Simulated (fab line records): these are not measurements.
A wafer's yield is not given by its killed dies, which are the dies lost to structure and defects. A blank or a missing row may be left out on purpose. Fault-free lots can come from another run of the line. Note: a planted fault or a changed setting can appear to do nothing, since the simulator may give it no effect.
Chamber matching    flow n5-finfet    ald-sin-01 running N5_DUMMY_GATE_ALD_02: 4 sister chambers
The step deposits SiO2, target thk 2 nm, pulse time 1 s. 8 wafers are shown with their chamber, then 8 later ones without.

## WAFERS WITH THEIR CHAMBER
wafer   chamber  heater-power-w (W)  precursor-pulse-height-rel
L074.3  0        444                 0.990
L083.1  0        426                 1.030
L083.3  3        491                 1.000
L084.6  2        585                 0.973
L088.1  3        493                 0.996
L088.2  2        595                 1.008
L088.4  1        494                 1.015
L090.2  1        501                 0.983

## WAFERS MISSING THEIR CHAMBER
wafer   heater-power-w (W)  precursor-pulse-height-rel
L090.3  588                 0.957
L090.4  426                 0.992
L091.1  565                 1.015
L091.2  485                 1.005
L091.3  423                 1.017
L091.4  604                 1.013
L091.5  505                 0.966
L091.6  433                 1.033

## EACH ONE'S CHAMBER
wafer   from the rows above      in truth
L090.3  2                        2
L090.4  0                        0
L091.1  2                        2
L091.2  can't be placed: 3 or 1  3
L091.3  0                        0
L091.4  2                        2
L091.5  can't be placed: 1 or 3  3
L091.6  0                        0
Correctly placed: 6 of 8. Not placeable from these rows: 2 (in 2, the candidates include the true chamber). Number placed wrongly: 0.
How it was worked out, from the rows above alone: a wafer's distance from a chamber is the root of the sum, over the readings, of the square of ((its reading less the chamber's mean) divided by the reading's scatter). The wafer belongs to the nearest chamber; if the next one is less than 2 further off, it can't be placed. Each chamber's mean is taken over the wafers shown for it. The scatter is the square root of a quotient: the sum, over the shown wafers, of each reading's squared deviation from its chamber's mean, divided by wafers minus chambers.
